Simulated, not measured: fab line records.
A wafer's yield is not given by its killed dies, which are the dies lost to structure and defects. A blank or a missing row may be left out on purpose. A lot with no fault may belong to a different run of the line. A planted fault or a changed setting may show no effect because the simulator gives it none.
Which tool did it? :: flow nand harc :: Sampling: 6 lots, 18 wafers, 3 of 1302 route steps

== WHAT THE GAUGES READ, wafer by wafer ==
NHARC_END_SORT_01.
lot: L452
measured: day 25 13:47
on: prober-01
killed open: 0 3 3

lot: L456
measured: day 27 11:46
on: prober-01
killed open: 3 0 2

lot: L460
measured: day 29 07:54
on: prober-01
killed open: 0 2 1

lot: L463
measured: day 29 08:45
on: prober-02
killed open: 6 3 1

lot: L465
measured: day 30 16:39
on: prober-02
killed open: 4 0 3

lot: L472
measured: day 33 16:25
on: prober-02
killed open: 4 1 2

== TOOL THAT RAN EACH LOT (tool first, then ch and the chambers of the sampled wafers, then the start) ==
lot: L452
NHARC_P_GATE_ETCH_32: rie si-02 ch 0,1,2, day 5 22:08
NHARC_P_GATE_STRIP_108: rie diel-01 ch 1,2,3, day 5 22:17

lot: L456
NHARC_P_GATE_ETCH_32: rie si-02 ch 0,1,2, day 7 22:56
NHARC_P_GATE_STRIP_108: rie diel-07 ch 0,2,3, day 7 23:05

lot: L460
NHARC_P_GATE_ETCH_32: rie si-06 ch 0,1,3, day 9 02:12
NHARC_P_GATE_STRIP_108: rie diel-01 ch 0,2,3, day 9 02:20

lot: L463
NHARC_P_GATE_ETCH_32: rie si-06 ch 0,3, day 10 06:42
NHARC_P_GATE_STRIP_108: rie diel-07 ch 0,3, day 10 06:52

lot: L465
NHARC_P_GATE_ETCH_32: rie si-02 ch 0,1,3, day 11 15:17
NHARC_P_GATE_STRIP_108: rie diel-02 ch 0,3, day 11 15:25

lot: L472
NHARC_P_GATE_ETCH_32: rie si-04 ch 0,1,3, day 14 00:20
NHARC_P_GATE_STRIP_108: rie diel-07 ch 0,1,2, day 14 00:31
- NHARC_P_GATE_ETCH_32: etches the open film in HBr/Cl2, target depth 150 nm, time 100.1 s.
- NHARC_P_GATE_STRIP_108: strips in O2.

== THE ANSWER, worked out from the rows above alone ==
Rule: usual is defined by the lots themselves. Put in order of their means at a reading, lots are off if they are a third of the lots or fewer, leave a main group of 4 or more, and stand apart from it by a gap of 3 or more times the standard deviation of the main group's means; of several such gaps the widest counts. If all means in a main group match to the digits the tables above print for the reading, that group is not used. A lot without any number at a reading at which 4 lots or more have one is off too. Where the step has rows for the other lots, those lots are counted as sound.
Across all readings shown, no lot is off: no conclusion can be drawn from this.

== WHAT THE SIMULATOR HAD INSERTED ==
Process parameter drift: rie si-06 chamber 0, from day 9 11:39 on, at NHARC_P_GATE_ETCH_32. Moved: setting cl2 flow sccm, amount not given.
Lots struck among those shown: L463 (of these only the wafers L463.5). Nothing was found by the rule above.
